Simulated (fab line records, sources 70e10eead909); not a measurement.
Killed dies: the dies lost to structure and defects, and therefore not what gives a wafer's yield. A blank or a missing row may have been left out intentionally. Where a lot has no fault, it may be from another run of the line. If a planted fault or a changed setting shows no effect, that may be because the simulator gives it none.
Problem report, 8D (eight disciplines) form, completed by code -- flow nand_harc -- the parts of the form that need people (team, actions taken, sign-off) are left out

1. THE PROBLEM
At NHARC_A_ONON_D2_THK_MEAS_11, thk_nm averages 551 nm over 2 wafers from 2 lots, while fault-free wafers read 996 nm, standard deviation 11. Relative to the usual mean, that is a shift of -40 standard deviations.
The step: measures by ellipsometry.
Seen first at day 19 19:26 on film_metro-02, wafer L353.1. At this step, 40 wafers from 14 lots have a number in the record. The rule behind "out" and "out of limits": a value lying over 4 standard deviations away from the usual mean. The other wafers with a number count as sound.

2. WHAT IT IS, AND WHAT IT ISN'T
question,is,is not
which readings at this step,thk_nm,-
which lots,"L352, L353","L336, L337, L338, L339, L340, L342, L343, L344, L355, L356, L357, L358"
which wafers of those lots,"L352.1, L353.1","L353.2, L353.4"
read on which gauges,"film_metro-01, film_metro-02",-
when,from day 19 19:26,"up to then (26 sound wafers); but 12 sound wafers of L355, L356, L357, L358 came after"

3. THE SUSPECTS, EACH WITH WHAT RULES IT OUT
Counting: a tool at a process step up to the reading stays a suspect if it ran every lot that is out. Sound lots after the first of them don't rule it out here, since some wafers of a struck lot are sound.
- the gauge at NHARC_A_ONON_D2_THK_MEAS_11: ruled out. 2 gauges (film_metro-01, film_metro-02) read the wafers that are out.
- pecvd_onon-03 at NHARC_A_ONON_D2_DEP_09 (target thk 1000 nm): kept. Every lot that is out went through it, the first being L353 (day 19 18:55); the last sound lot it ran before that was L344 (day 16 04:07).
Left after counting: pecvd_onon-03 at NHARC_A_ONON_D2_DEP_09.

4. THE CAUSE (what the simulator had put in)
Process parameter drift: pecvd_onon-03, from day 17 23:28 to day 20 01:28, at NHARC_A_ONON_D2_DEP_09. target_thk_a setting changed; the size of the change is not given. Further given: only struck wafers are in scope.
The count eliminated every tool but this one.

5. SEQUENCE OF EFFECTS, ordered by route
Rows list readings where the struck wafers' mean (over those with a number) sits beyond 3 standard deviations from the usual. Only readings for which the record gives a usual standard deviation are gone through. hours: the time from each lot's start at the first step in this table that gives one to its start at this step, as a median over the lots. sigmas: the change in usual standard deviations.
hours,step,reading,usual,on struck wafers,change,sigmas
0,NHARC_A_ONON_D2_THK_MEAS_11,thk_nm,996 nm,551,-445,-40
296,NHARC_END_SORT_01,killed_at_array,54,670,+616,+38
296,NHARC_END_SORT_01,killed_dies,58,677,+619,+39

6. WHAT WOULD HAVE CAUGHT IT SOONER
The first out-of-limits reading at a measuring or inspecting step in this record came at day 19 19:26, 44 hours after the fault's start at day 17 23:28.
L352, from the lots that are out (2), started NHARC_A_ONON_D2_DEP_09 on pecvd_onon-03 later than day 19 19:26. A tool hold placed at that time would have kept it from harm.
